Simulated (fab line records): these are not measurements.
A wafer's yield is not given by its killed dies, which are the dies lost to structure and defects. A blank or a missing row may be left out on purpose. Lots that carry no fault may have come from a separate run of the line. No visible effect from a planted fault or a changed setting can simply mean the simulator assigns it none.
Comparing a struck lot with a sound one    flow n5_finfet    41 steps out of a route of 1938
Sound: the wafers L273.1, L273.2, L273.6. Wafers struck: L267.1, L267.6. The cause comes at the end.
Per side, at each step with rows, come the tool, then ch with its chambers, and then its first start. Under that, the readings that differ: sound wafers    struck wafers    difference of the means    sigmas: that difference in standard deviations of wafers without a fault.
alike: readings with means less than 2 such deviations apart, plus words and numbers identical on both sides. not compared: withheld readings, readings lacking a value on some wafer, bounds such as >300 that could conceal the same value, and numbers that have no deviation in the record and whose values overlap.
The two part at a step that has a row with sigmas, a row that says differs or no value, or rows on one side only. Non-overlapping numbers with no deviation appear without sigmas and do not part them. A reading that every wafer of one side lacks parts them only if that side has two wafers or more.

first, 9 steps without rows for these wafers: N5_BEOL_M4_ANNEAL_95 (time 240 s); N5_BEOL_M4_SPUTTER_96 (material Cu, target thk 4.5 nm, time 8.29 s); N5_BEOL_M4_ECD_50 (material Cu, target thk 300 nm); N5_BEOL_M4_ANNEAL_51 (time 90 s); N5_BEOL_M4_CMP_52 (polishes, stops on SiOC, t overpolish 6.8 s, target thk 40 nm); N5_BEOL_M4_PRE_CLEAN_60 (time 15 s); N5_BEOL_M4_CO_CAP_55 (material Co, precursor CCTBA/H2, target thk 2 nm, time 102.1 s); N5_BEOL_M4_PRE_CLEAN_56 (time 15 s); N5_BEOL_M4_DEP_57 (deposits SiCN from 3MS/NH3, target thk 8 nm, time 14 s).
N5_BEOL_M4_RC_MEAS_101:
  sound on prober-01 ch 0, day 15 04:20; struck on prober-02 ch 0, day 13 02:37
  alike: DIBL_N, DIBL_P, IOFF_N, IOFF_P, ION_N, ION_P, SS_N, SS_P, VT_N, VT_P
then, 24 steps without rows for these wafers: N5_BEOL_M5_ILD_DEP_00 (deposits SiCOH lowk from DEMS/porogen, target thk 140.64 nm, time 25.9 s); N5_BEOL_M5_CURE_79 (cures SiCOH lowk, time 240 s); N5_BEOL_M5_PECVD_70 (deposits SiO2 from TEOS/O2, target thk 16 nm, time 18 s); N5_BEOL_M5_HM_DEP_02 (deposits TiN, target thk 20 nm); N5_BEOL_M5_COAT_59 (time 60 s, resist thk 60 nm); N5_BEOL_M5_COAT_60 (time 60 s, resist thk 12 nm); N5_BEOL_M5_COAT_71 (time 60 s, resist thk 5 nm); N5_BEOL_M5_COAT_05 (resist thk 30 nm); N5_BEOL_M5_EBR_07; N5_BEOL_M5_SOFTBAKE_06 (time 60 s); N5_BEOL_M5_EXPOSE_08 (exposes mask M5, target cd 28 nm); N5_BEOL_M5_PEB_09 (peb time 60 s); N5_BEOL_M5_DEVELOP_10 (develop time 30 s); N5_BEOL_M5_DESCUM_16 (chemistry O2, time 7 s); N5_BEOL_M5_ETCH_72 (etches underlayer in N2/H2, target depth 6.5 nm, time 5.2 s); N5_BEOL_M5_ETCH_61 (etches SiARC in CF4, target depth 15.6 nm, time 26 s); N5_BEOL_M5_ETCH_62 (etches SOC in N2/H2, target depth 75 nm, overetch 15 nm, time 112.5 s); N5_BEOL_M5_STRIP_63 (strips in N2/H2); N5_BEOL_M5_STRIP_73 (strips in N2/H2); N5_BEOL_M5_STRIP_64 (strips in CF4); N5_BEOL_M5_HM_OPEN_17 (chemistry Cl2/BCl3, target TiN, target depth 20 nm, overetch 6 nm); N5_BEOL_M5_STRIP_19 (strips in O2); N5_BEOL_M5_COAT_65 (time 60 s, resist thk 60 nm); N5_BEOL_M5_COAT_66 (time 60 s, resist thk 12 nm).
N5_BEOL_M7_TRENCH_ETCH_37: etches SiCOH lowk in C4F6/O2, target depth 93.478 nm, time 31.2 s.
  sound on rie_diel-04 ch 1,2, day 16 09:06; struck on rie_diel-01 ch 2, day 14 05:46
reading                                     sound             struck       difference  sigmas
oes_product_au (a.u.)                       0.95 0.75 0.74    1.15 1.15    +0.34       +4
model.BEOL_M7.feature_depth_nm (nm)         94.2 94 93.6      145.6 145.4  +51.6       
model.etch.depth_nm (nm)                    94.1 93.96 93.69  145.5 145.5  +51.6       
model.TiN_of_BEOL_M7_HM_DEP_02.thk_nm (nm)  17.6 17.2 17.4    15.6 15.8    -1.7        
  alike: drypump_motor_current_A, mfc_ar_sccm, rf_vpp_V, showerhead_plenum_p_Torr, throttle_valve_pct
  not compared: rf_hours_counter_h
N5_BEOL_M7_OCD_MEAS_38:
  sound: ocd-01 at day 16 09:16; struck: ocd-02 at day 14 05:56
reading               sound           struck       difference  sigmas
trench_depth_nm (nm)  94.2 94.4 93.0  146.1 145.2  +51.8       +25
N5_BEOL_M7_CMP_52: polishes, stops on SiCOH lowk, t overpolish 6.9 s, target thk 80 nm.
  sound on cmp-01 ch 1,2, day 16 11:27; struck on cmp-03 ch 0,3, day 14 08:53
reading                                 sound         struck       difference  sigmas
model.Cu_of_BEOL_M7_ECD_50.thk_nm (nm)  80.4 80 80.8  133.8 130.6  +51.8       
  alike: motor_current_A
N5_BEOL_M7_THK_MEAS_53: measures by xrf.
  sound: film_metro-01 at day 16 11:42; struck: film_metro-02 at day 14 09:04
reading      sound           struck       difference  sigmas
M7_THK (nm)  81.0 80.5 81.6  136.0 132.2  +53.1       +22
N5_BEOL_M7_RS_MEAS_57: the measuring method here is four-point-probe.
  sound: film_metro-01 at day 16 11:50; struck: film_metro-02 at day 14 09:11
reading         sound              struck       difference  sigmas
M7_RS (ohm/sq)  0.284 0.285 0.283  0.159 0.163  -0.123      -13
-- a jump in the record: the struck wafers' starts before and after are 3 days apart (it breaks off in module BEOL_M7 and resumes in module BEOL_M15, where the first step shown is number 1830 of the route) --
N5_BEOL_M15_RC_MEAS_101:
  sound on prober-02 ch 0, day 18 23:59; struck on prober-02 ch 0, day 17 00:56
reading                    sound                    struck           difference  sigmas
COMB_M6 (S/m)              2.4e-11 2e-11 2.7e-11    4e-11 2.9e-11    +1e-11      +2
COMB_M8 (S/m)              3.1e-11 3.6e-11 3.4e-11  2.2e-11 2.2e-11  -1.2e-11    -2
SERP_M7 (ohm/um)           14.2 14.6 13.7           7.6 7.3          -6.7        -10
SERP_M7_max_site (ohm/um)  14.9 16.2 15.0           8.0 7.9          -7.4        -10
  alike: COMB_M10, COMB_M11, COMB_M12, COMB_M13, COMB_M14, COMB_M15, COMB_M15_max_site, COMB_M5, COMB_M9, COMB_M9_max_site, SERP_M10, SERP_M11, SERP_M12, SERP_M13, SERP_M14, SERP_M5, SERP_M6, SERP_M8, SERP_M8_max_site, SERP_M9
N5_PASSIVATION_PROBE_49:
  sound: prober-02 at day 19 17:40; struck: prober-01 at day 17 18:22
reading                   sound           struck     difference  sigmas
defect_limited_yield (%)  91.9 92.6 92.2  61.4 75.8  -23.6       -17
killed_at_M4_up           18 9 11         369 181    +262        +49
killed_at_contacts        16 12 6         17 27      +11         +2
killed_dies               96 87 92        456 286    +279        +17
killed_on_rim             19 5 16         37 22      +16         +4
sort_n_pass               1084 1093 1088  724 894    -279        -16
sort_yield_pct (%)        91.9 92.6 92.2  61.4 75.8  -23.6       -17
  alike: killed_at_M0_to_M3, killed_at_front_end, killed_at_other, killed_open, killed_short, sort_bin_5_function, sort_bin_6_memory

== WHERE THEY PART ==
First at N5_BEOL_M7_TRENCH_ETCH_37; last, within this record, at N5_PASSIVATION_PROBE_49.

WHY: whatever the simulator had introduced
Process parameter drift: rie_diel-01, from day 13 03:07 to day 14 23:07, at N5_BEOL_M7_TRENCH_ETCH_37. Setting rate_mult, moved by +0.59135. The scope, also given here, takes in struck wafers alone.
